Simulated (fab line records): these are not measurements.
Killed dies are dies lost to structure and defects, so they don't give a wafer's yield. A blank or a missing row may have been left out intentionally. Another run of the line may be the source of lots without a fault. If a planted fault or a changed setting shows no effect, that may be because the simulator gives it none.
Which tool was responsible?	flow n5Finfet	10 lots with 30 wafers sampled at 6 steps, on a route of 1938 steps

== WHAT THE GAUGES SHOWED, per wafer ==
N5_ILD0_THK_MEAS_08.
lot	measured	on	thkNm (nm)
L510	day 4 01:58	filmMetro-02	138.0 139.0 138.4
L512	day 4 18:25	filmMetro-02	138.9 140.1 138.3
L515	day 5 07:49	filmMetro-02	137.9 137.6 138.1
L518	day 6 03:02	filmMetro-02	138.7 139.6 139.5
L520	day 6 14:40	filmMetro-02	140.1 140.4 141.0
L521	day 6 21:46	filmMetro-02	140.6 139.4 140.2
L522	day 7 00:53	filmMetro-01	138.8 140.7 139.7
L523	day 7 08:51	filmMetro-01	139.8 138.6 139.7
L525	day 8 00:26	filmMetro-02	140.7 140.4 139.9
L529	day 9 00:52	filmMetro-01	140.8 139.9 141.3

N5_ILD0_THK_MEAS_13.
lot	measured	on	thkNm (nm)
L510	day 4 05:28	filmMetro-02	18.5 17.0 17.6
L512	day 4 22:23	filmMetro-01	19.0 18.8 17.6
L515	day 5 11:42	filmMetro-02	18.8 19.4 19.1
L518	day 6 06:15	filmMetro-02	17.5 18.3 18.3
L520	day 6 19:29	filmMetro-01	18.9 18.7 19.8
L521	day 7 01:15	filmMetro-01	17.4 16.7 17.5
L522	day 7 04:07	filmMetro-01	16.7 17.1 15.8
L523	day 7 12:08	filmMetro-01	17.8 17.9 18.3
L525	day 8 03:43	filmMetro-02	19.2 18.3 17.8
L529	day 9 04:06	filmMetro-01	17.9 16.8 17.3

N5_SDB_THK_MEAS_31.
lot	measured	on	SDB_THK (nm)
L510	day 4 10:32	filmMetro-01	64.5 65.2 65.6
L512	day 5 02:48	filmMetro-01	66.1 65.3 65.1
L515	day 5 16:20	filmMetro-01	63.2 63.2 63.5
L518	day 6 10:33	filmMetro-02	63.3 63.1 62.9
L520	day 6 23:57	filmMetro-01	64.2 63.9 64.6
L521	day 7 06:16	filmMetro-02	63.5 65.0 65.0
L522	day 7 12:10	filmMetro-02	69.7 69.6 67.9
L523	day 7 17:43	filmMetro-01	69.3 70.3 69.3
L525	day 8 08:17	filmMetro-01	64.4 64.6 64.0
L529	day 9 08:31	filmMetro-01	65.1 65.2 64.9

N5_BEOL_M4_RC_MEAS_101.
lot	measured	on	DIBL_N (mV/V)	DIBL_P (mV/V)	IOFF_N (nA/um)	IOFF_P (nA/um)	ION_N (uA/um)	ION_P (uA/um)	SS_N (mV/dec)	SS_P (mV/dec)	VT_N (mV)	VT_P (mV)
L510	day 8 05:42	prober-02	36.4 37.6 36.8	35.9 36.8 35.5	0.157 0.184 0.168	0.212 0.222 0.214	680 685 683	470 468 468	70.9 71.6 71.6	73.2 73.4 72.8	248.7 247.1 247.9	-249.4 -247.8 -248.2
L512	day 8 16:02	prober-01	35.9 39.0 37.4	37.0 40.1 38.5	0.152 0.200 0.177	0.193 0.232 0.216	684 688 687	469 461 460	71.6 72.1 71.7	73.0 74.7 73.4	251.4 246.1 248.7	-254.5 -250.3 -253.0
L515	day 9 20:55	prober-01	33.7 36.4 37.4	33.6 36.3 38.2	0.121 0.162 0.174	0.176 0.223 0.237	664 671 670	462 461 458	70.7 70.9 71.6	72.0 72.7 73.3	253.4 249.2 249.3	-253.6 -250.1 -247.8
L518	day 10 17:31	prober-02	35.0 35.8 35.3	36.0 36.0 36.2	0.133 0.146 0.143	0.176 0.171 0.181	668 657 675	463 446 459	71.6 71.3 71.8	73.2 72.7 73.3	250.4 252.2 248.1	-252.8 -252.0 -255.4
L520	day 10 21:04	prober-02	37.0 37.2 37.8	36.7 38.1 37.9	0.177 0.190 0.192	0.185 0.202 0.205	682 687 686	456 458 459	71.9 71.6 71.6	73.0 74.1 73.4	247.8 247.5 244.2	-255.2 -252.1 -253.5
L521	day 11 01:06	prober-02	38.3 36.5 37.7	37.4 35.2 36.0	0.166 0.143 0.160	0.247 0.202 0.222	669 679 670	462 467 455	71.2 71.3 71.3	73.4 73.2 72.9	248.3 247.4 249.1	-245.2 -248.1 -247.1
L525	day 11 22:46	prober-02	34.5 36.7 37.1	34.5 37.4 37.9	0.114 0.153 0.167	0.160 0.189 0.222	675 671 683	458 455 460	70.7 71.2 71.2	72.1 73.1 73.3	257.0 250.9 250.9	-254.2 -253.6 -250.4
L529	day 13 06:31	prober-01	37.0 37.3 36.8	36.4 36.7 36.8	0.156 0.175 0.174	0.200 0.210 0.204	667 675 687	459 459 470	72.0 71.3 71.8	74.1 74.1 74.6	250.4 249.3 245.5	-252.9 -251.6 -251.3

== EACH LOT AND THE TOOL THAT RAN IT (in order: tool; ch and the chambers of the sampled wafers; start) ==
lot	N5_SDB_STRIP_21	N5_SDB_CMP_30
L510	rieDiel-04 ch 0,1, day 4 06:18	cmp-02 ch 1,2,3, day 4 10:16
L512	rieDiel-06 ch 1,2, day 4 23:11	cmp-02 ch 0,1,2, day 5 02:35
L515	rieDiel-06 ch 0,2,3, day 5 12:34	cmp-01 ch 1,2, day 5 16:05
L518	rieDiel-04 ch 0,1,2, day 6 06:56	cmp-02 ch 0,1,2, day 6 10:16
L520	rieDiel-04 ch 1,3, day 6 20:20	cmp-04 ch 0,1,2, day 6 23:42
L521	rieDiel-02 ch 1,2,3, day 7 02:11	cmp-01 ch 0,3, day 7 05:58
L522	rieDiel-04 ch 0,1,3, day 7 04:55	cmp-02 ch 0,1,2, day 7 11:52
L523	rieDiel-06 ch 2,3, day 7 13:11	cmp-02 ch 0,3, day 7 17:25
L525	rieDiel-02 ch 1,2,3, day 8 04:31	cmp-01 ch 0,1,3, day 8 08:04
L529	rieDiel-02 ch 0,2, day 9 04:55	cmp-01 ch 1,2,3, day 9 08:13
- N5_SDB_STRIP_21: strips in CF4.
- N5_SDB_CMP_30: polishes, stops on poly-Si, t overpolish 1.54 s, target thk 30 nm.

== WHAT THE TOOLS THEMSELVES READ (means of the sampled wafers that have a number; where no wafer has one, the mark that the record gives instead) ==
N5_SDB_STRIP_21.
lot	tool	chamberPressureMTorr (mTorr)	drypumpMotorCurrentA (A)	oesProductAu (a.u.)	rfVppV (V)	showerheadPlenumPTorr (Torr)	throttleValvePct (%)
L510	rieDiel-04	50.00	6.0	0.83	271.6	1.81	13.21
L512	rieDiel-06	49.98	5.8	0.83	271.2	1.78	13.54
L515	rieDiel-06	50.04	5.6	0.78	270.4	1.77	13.57
L518	rieDiel-04	50.00	5.6	0.83	271.4	1.81	13.31
L520	rieDiel-04	50.05	5.5	0.77	271.3	1.80	13.57
L521	rieDiel-02	50.01	5.8	0.87	272.0	1.82	13.41
L522	rieDiel-04	50.02	5.7	0.78	270.7	1.80	13.43
L523	rieDiel-06	50.01	5.4	0.77	270.6	1.77	13.67
L525	rieDiel-02	50.00	5.9	0.86	271.2	1.82	13.44
L529	rieDiel-02	49.98	5.0	0.83	272.4	1.84	13.60

N5_SDB_CMP_30.
lot	tool	edgeZonePressureFrac	headPressurePsi (psi)	motorCurrentA (A)	overpolishRunS (s)	timeToEndpointS (s)
L510	cmp-02	1.001	4.146	13.7	1.539	17.4
L512	cmp-02	0.998	4.145	13.3	1.535	16.2
L515	cmp-01	1.000	4.145	11.6	1.539	17.7
L518	cmp-02	0.996	4.150	13.2	1.545	14.7
L520	cmp-04	1.011	4.142	12.5	1.553	19.8
L521	cmp-01	1.001	4.149	12.0	1.540	16.1
L522	cmp-02	-	-	-	-	-
L523	cmp-02	-	-	-	-	-
L525	cmp-01	1.003	4.147	12.4	1.536	16.3
L529	cmp-01	1.001	4.144	11.9	1.539	15.2

== THE ANSWER, worked out from the rows above alone ==
Rule: usual is defined by the lots themselves. The widest of any qualifying gaps counts: lots, ordered by their means at a reading, are off when they make up no more than a third of the lots, leave a main group of 4 or more, and stand apart from it by 3 or more times the standard deviation of that group's means. A main group whose means are all the same, to the digits that the tables above print for the reading, isn't used. A lot without any number at a reading at which 4 lots or more have one is off too. Where the step has rows for the other lots, those lots are counted as sound. Order of review: gauges by route order, followed by the tools' own readings, for which a lot's mean as printed above is used. At the first step where some lot is off, the reading lying furthest off is the one used; lots without a number count as furthest.
Off: at N5_SDB_THK_MEAS_31 (SDB_THK), L522, L523. For the main group the mean is 64.4 nm and the standard deviation 0.8.
If a tool, at a process step before that reading, ran all the lots that are off and no sound lot after the first of them, it fits. Not tried: the gauges at N5_SDB_THK_MEAS_31; whatever is off there is also off at N5_SDB_CMP_30, on other tools, and gauge error can't account for it. One fits: cmp-02 at N5_SDB_CMP_30. A fault onset in the window from L518 (day 6 10:16, its last sound lot) to L522 (day 7 11:52, its first lot off) fits.
Blank at N5_SDB_CMP_30 on the lots that are off, where sound lots have numbers: edgeZonePressureFrac, headPressurePsi, motorCurrentA, overpolishRunS, timeToEndpointS.

== WHAT THE SIMULATOR HAD INSERTED ==
At N5_SDB_CMP_30, the step was skipped entirely on cmp-02 from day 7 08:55 on. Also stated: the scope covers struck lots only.
Struck lots among those shown: L522, L523. This agrees with what the rule above found.
